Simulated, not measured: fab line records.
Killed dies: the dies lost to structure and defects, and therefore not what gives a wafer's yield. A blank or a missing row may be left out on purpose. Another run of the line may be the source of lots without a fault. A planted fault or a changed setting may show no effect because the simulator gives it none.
fab line records | flow n5Finfet
[record] lots = 11 wafers = 31 lastDay = 18
route steps=1938 shown BEOL_M14@1750
lots that met no fault: from a run of the same line without faults
startH: hours from the record's first day to the start of the lot's first wafer shown | waitH: time in hours since the lot's previous step | " same as the row above | L1.1+2: one row covering several wafers at once | - value missing, or start not given | * or withheld: withheld | < > ~ a bound
route shown NAME@n: NAME is a module with steps in the file, n the number in the route of the first one | usual: mean/standard deviation taken from wafers without a fault | same: alike in all rows | chamber/n: place in a boat | sites: per-site readings | _std_site: their standard deviation | _edge_site: mean of outer sites minus mean of inner sites | radiusMm: for every site, how far away it sits from the centre of the wafer | mask NAME#n: copy n | behind: the tool/chamber that last shaped the wafer | hold: reason for holding the lot/hours on hold/outcome of the hold | device: the transistor (n, p or np) that didn't switch | end of line: the tests these same wafers got at the end of their route | for a step that has no rows: nothing shown but its recipe | killed: not the wafer's yield, but the dies lost to structure and defects at the first sort | map: a wafer's dies, marking killed ones x, the rest . and places with no die _
set.NAME: setting as actually run; set.NAME@STEP: the setting as run at that earlier step | model.NAME: the simulator's own value behind a step, which no gauge read
route steps across a sampled set of lots; one table per step, one row per wafer
services: the hour from which a tool's chamber was out of use, counted from the record's first day as startH (under 0 if before that day), plus the number of hours and why
[[steps]]
[step N5_BEOL_M14_ETCH_67]
[recipe] chemistry = CF4 target = SiARC targetDepthA = 1430 timeS = 238.3 ionEnergyEv = 80 pressureMtorr = 40 sourceW = 545 biasW = 36 Ar_flow_sccm = 100 cf4FlowSccm = 100 ends = cleared
[usual] drypumpMotorCurrentA = 5.7/0.42 etchRfOnTimeS = 238/5.1 mfcArSccm = 100.00/0.3 oesProductAu = 0.71/0.065 rfVppV = 183.9/1.2 showerheadPlenumPTorr = 2.12/0.068 throttleValvePct = 15.54/0.18
// columns lot.wafer tool chamber startH waitH drypumpMotorCurrentA etchRfOnTimeS mfcArSccm oesProductAu rfHoursCounterH rfVppV showerheadPlenumPTorr throttleValvePct
L211.3 rieDiel-03 0 285.40 0.0 5.2 239 100.23 0.59 222 183.8 2.03 15.63
L211.4 " 2 " " 5.8 243 99.99 0.79 17 185.0 2.28 15.51
L211.5 " 2 " " 5.8 245 100.08 0.78 - 186.3 2.28 15.50
L212.3 rieDiel-03 3 286.83 0.0 5.8 242 100.39 0.65 133 183.4 2.14 15.76
L212.4 " 0 " " 5.2 240 99.81 0.59 223 182.9 2.03 15.61
L212.6 " 1 " " 5.9 236 99.48 0.74 - 183.6 2.17 15.17
L213.1 rieDiel-01 3 287.87 0.0 6.1 241 100.31 0.68 114 183.2 2.07 15.24
L213.2 " 2 " " 5.8 256 100.18 0.69 67 183.4 2.09 15.62
L213.5 " 0 " " 4.9 232 99.60 0.80 - 183.5 2.12 15.71
L222.2 rieDiel-03 0 343.18 0.0 5.2 239 100.72 0.58 244 182.9 2.02 15.68
L222.3 " 1 " " 5.8 234 100.14 0.72 72 183.8 2.16 15.23
L222.5 " 2 " " 5.9 241 99.82 0.75 - 186.1 2.27 15.54
L226.1 rieDiel-03 1 360.29 0.0 5.9 233 100.20 0.72 78 185.1 2.16 15.23
L226.3 " 0 " " 5.2 240 100.21 0.58 250 182.6 2.02 15.69
L226.5 " 2 " " 5.8 242 99.89 0.74 - 186.9 2.27 15.54
L225.2 rieDiel-06 3 360.72 0.0 6.0 237 99.78 0.74 39 184.1 2.09 15.58
L225.3 " 0 " " 5.7 238 99.90 0.62 184 183.7 2.05 15.48
L228.1 rieDiel-03 2 375.83 0.0 5.9 241 99.73 0.72 53 184.1 2.26 15.59
L228.5 " 0 " " 5.2 237 99.98 0.87 - 184.8 2.28 15.18
L229.2 rieDiel-01 2 382.18 0.0 5.8 246 99.87 0.68 95 182.6 2.08 15.69
L229.4 " 0 " " 4.9 229 100.01 0.74 37 184.6 2.11 15.76
L229.6 " 2 " " 5.8 246 99.98 0.67 - 183.0 2.08 15.68
L232.4 rieDiel-01 3 397.43 0.0 6.1 237 99.94 0.66 146 181.7 2.06 15.29
L232.5 " 2 " " 5.8 251 100.45 0.66 - 182.9 2.08 15.70
L232.6 " 1 " " 6.3 245 99.60 0.69 - 184.6 2.07 15.44
L233.1 rieDiel-03 0 405.32 0.0 5.2 240 99.79 0.80 13 186.0 2.27 15.19
L233.3 " 3 " " 5.8 240 99.46 0.62 179 182.2 2.12 15.84
L233.5 " 3 " " 5.8 240 99.95 0.62 - 183.5 2.12 15.82
L234.2 rieDiel-06 2 409.74 0.0 4.9 234 100.28 0.69 128 183.7 2.13 15.78
L234.3 " 3 " " 6.0 233 99.96 0.73 58 183.7 2.09 15.59
L234.6 " 1 " " 5.7 233 100.14 0.74 - 183.8 2.10 15.53
[step N5_BEOL_M14_ETCH_38]
[recipe] chemistry = CF4/N2 target = SiCN targetDepthA = 1065 taperDeg = 2 timeS = 120.6 ionEnergyEv = 150 maskMaterial = SiO2 pressureMtorr = 40 sourceW = 430 biasW = 70 Ar_flow_sccm = 100 cf4FlowSccm = 60 n2FlowSccm = 60
[usual] drypumpMotorCurrentA = 5.7/0.42 mfcArSccm = 100.0/0.3 oesProductAu = 0.82/0.071 rfVppV = 381.7/1.9 showerheadPlenumPTorr = 2.18/0.068 throttleValvePct = 15.38/0.18
[same] timeS = 120.6
// columns lot.wafer tool chamber startH waitH drypumpMotorCurrentA mfcArSccm oesProductAu rfHoursCounterH rfVppV showerheadPlenumPTorr throttleValvePct
L211.3 rieDiel-06 3 - - 6.0 100.1 0.93 11 380.8 2.16 15.34
L211.4 " 3 " " 6.0 99.9 0.93 - 381.8 2.17 15.33
L211.5 " 2 " " 4.9 99.9 0.86 - 383.2 2.22 15.56
L212.3 rieDiel-03 3 - - 5.8 100.0 0.75 135 382.9 2.21 15.61
L212.4 " 0 " " 5.2 100.1 0.69 225 379.3 2.10 15.50
L212.6 " 0 " " 5.2 100.5 0.69 - 381.2 2.10 15.50
L213.1 rieDiel-03 3 - - 5.8 99.6 0.76 136 382.4 2.21 15.62
L213.2 " 1 " " 5.9 100.6 0.87 54 383.4 2.23 15.01
L213.5 " 2 " " 5.8 100.2 0.90 - 387.1 2.35 15.36
L222.2 rieDiel-01 2 - - 5.8 99.8 0.79 87 380.9 2.14 15.48
L222.3 " 0 " " 4.8 100.4 0.89 30 381.3 2.18 15.56
L222.5 " 2 " " 5.8 99.5 0.79 - 380.6 2.14 15.49
L226.1 rieDiel-01 3 - - 6.1 99.9 0.77 139 380.0 2.12 15.14
L226.3 " 2 " " 5.7 100.1 0.79 93 380.6 2.14 15.48
L226.5 " 1 " " 6.3 99.8 0.83 - 382.0 2.14 15.24
L225.2 rieDiel-06 3 - - 6.0 99.3 0.88 40 379.3 2.16 15.39
L225.3 " 1 " " 5.8 99.9 0.90 27 382.3 2.16 15.28
L228.1 rieDiel-06 0 - - 5.7 99.8 0.72 194 378.9 2.11 15.34
L228.5 " 3 " " 6.0 100.2 0.85 - 382.1 2.15 15.41
L229.2 rieDiel-06 3 - - 6.0 99.8 0.86 48 379.4 2.15 15.41
L229.4 " 2 " " 4.9 100.3 0.81 120 384.0 2.21 15.65
L229.6 " 3 " " 6.0 99.2 0.86 - 381.6 2.15 15.41
L232.4 rieDiel-01 1 - - 6.3 100.6 0.81 73 381.3 2.13 15.28
L232.5 " 1 " " 6.3 100.0 0.83 - 381.9 2.13 15.27
L232.6 " 0 " " 4.9 100.1 0.87 - 380.5 2.17 15.58
L233.1 rieDiel-06 1 - - 5.8 99.0 0.86 44 381.1 2.15 15.31
L233.3 " 2 " " 4.9 100.1 0.81 128 381.9 2.20 15.66
L233.5 " 0 " " 5.7 99.7 0.72 - 379.0 2.10 15.36
L234.2 rieDiel-03 3 - - 5.8 100.3 0.71 182 381.8 2.19 15.71
L234.3 " 2 " " 5.8 100.0 0.83 67 384.5 2.33 15.44
L234.6 " 1 " " 5.8 100.3 0.81 - 382.6 2.22 15.10
[step N5_BEOL_M14_SPUTTER_44]
[recipe] material = Ta targetThkA = 150 tempC = 50 biasV = 80 powerW = 15000 chamberPressurePa = 0.07 timeS = 24.19
[usual] cathodeDcPowerW = 14999/2.9 throttleValvePct = 30.1/1.3
[same] timeS = 24.19
// columns lot.wafer tool chamber startH waitH cathodeDcPowerW throttleValvePct
L211.3 pvdSputter-01 - 289.49 0.0 14995 30.8
L211.4 " - " " 15001 29.1
L211.5 " - " " 15004 31.1
L212.3 pvdSputter-01 - 293.25 0.0 14999 28.6
L212.4 " - " " 14993 31.2
L212.6 " - " " 14999 29.7
L213.1 pvdSputter-02 - 296.05 0.0 15000 31.1
L213.2 " - " " 15001 30.1
L213.5 " - " " 14996 30.1
L222.2 pvdSputter-01 - 344.70 0.0 16070 31.0
L222.3 " - " " 14999 30.7
L222.5 " - " " 15001 30.8
L226.1 pvdSputter-02 - 363.21 0.0 15000 30.1
L226.3 " - " " 14998 31.0
L226.5 " - " " 15000 31.0
L225.2 pvdSputter-02 - 364.05 0.0 15007 31.2
L225.3 " - " " 15001 30.4
L228.1 pvdSputter-03 - 383.46 0.0 15002 30.1
L228.5 " - " " 15003 29.6
L229.2 pvdSputter-02 - 383.49 0.0 14999 29.9
L229.4 " - " " 14998 30.8
L229.6 " - " " 14997 31.0
L232.4 pvdSputter-02 - 399.37 0.0 14999 29.8
L232.5 " - " " 14997 30.8
L232.6 " - " " 14997 30.6
L233.1 pvdSputter-01 - 410.14 0.0 14997 28.8
L233.3 " - " " 15001 31.1
L233.5 " - " " 15001 30.6
L234.2 pvdSputter-03 - 411.67 0.0 15006 30.0
L234.3 " - " " 14991 33.5
L234.6 " - " " 14998 30.3
[step N5_BEOL_M14_SPUTTER_45]
[recipe] material = Cu targetThkA = 1000 tempC = -20 biasV = 60 powerW = 26000 chamberPressurePa = 0.13 timeS = 16.67
[usual] cathodeDcPowerW = 26000/4.7 throttleValvePct = 30.1/1.3
[same] timeS = 16.67
// columns lot.wafer tool chamber startH waitH cathodeDcPowerW throttleValvePct
L211.3 pvdSputter-01 - 289.57 0.0 25997 30.6
L211.4 " - " " 26003 28.9
L211.5 " - " " 26004 30.7
L212.3 pvdSputter-01 - 293.33 0.0 25989 28.8
L212.4 " - " " 25999 31.0
L212.6 " - " " 26009 29.4
L213.1 pvdSputter-02 - 296.13 0.0 26000 31.4
L213.2 " - " " 26005 29.8
L213.5 " - " " 26001 30.1
L222.2 pvdSputter-01 - 344.78 0.0 26005 30.9
L222.3 " - " " 25998 30.6
L222.5 " - " " 25995 30.7
L226.1 pvdSputter-02 - 363.29 0.0 26007 29.9
L226.3 " - " " 26005 31.3
L226.5 " - " " 26002 31.1
L225.2 pvdSputter-02 - 364.13 0.0 26003 31.1
L225.3 " - " " 26003 30.0
L228.1 pvdSputter-03 - 383.54 0.0 26009 30.1
L228.5 " - " " 25999 29.6
L229.2 pvdSputter-02 - 383.57 0.0 25996 30.0
L229.4 " - " " 26002 30.7
L229.6 " - " " 25996 31.2
L232.4 pvdSputter-02 - 399.46 0.0 25992 29.7
L232.5 " - " " 26003 31.1
L232.6 " - " " 26002 30.6
L233.1 pvdSputter-01 - 410.22 0.0 26003 28.9
L233.3 " - " " 25990 31.1
L233.5 " - " " 26008 30.6
L234.2 pvdSputter-03 - 411.75 0.0 26006 30.1
L234.3 " - " " 25991 33.8
L234.6 " - " " 26001 29.9
[[services]]
// columns tool chamber startH hours kind
rieDiel-06 1 282.21 - clean
rieDiel-06 1 282.21 - consumableReplace:focusRing
rieDiel-06 1 282.21 13.8 scheduledDown
rieDiel-06 1 282.21 13.8 ventCycle
rieDiel-01 2 306.55 1.8 repair
rieDiel-01 - 317.64 2.8 pm
pvdSputter-01 - 352.83 2.6 repair
rieDiel-03 0 361.23 - clean
rieDiel-03 0 361.23 - consumableReplace:focusRing
rieDiel-03 0 361.23 - consumableReplace:showerhead
rieDiel-03 0 361.23 14.1 scheduledDown
rieDiel-03 0 361.23 14.1 ventCycle
[[key]]
[firstSign] step = N5_BEOL_M14_SPUTTER_44 reading = cathodeDcPowerW direction = up sigmas = 99+ usual = * struck = *
effect none on later readings
metAt N5_BEOL_M14_SPUTTER_44
struckLots L222
struckWafers L222.2
notActingAt N5_BEOL_M14_ETCH_67,N5_BEOL_M14_ETCH_38,N5_BEOL_M14_SPUTTER_45
onsetBetween 293.25 344.70
[fault] kind = processParameterDrift tool = pvdSputter-01 chamber = - onsetH = 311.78 steps = N5_BEOL_M14_SPUTTER_44 channel = powerW offset = * shape = step endH = 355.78 actsIn = * stated = * scope = struckWafersOnly
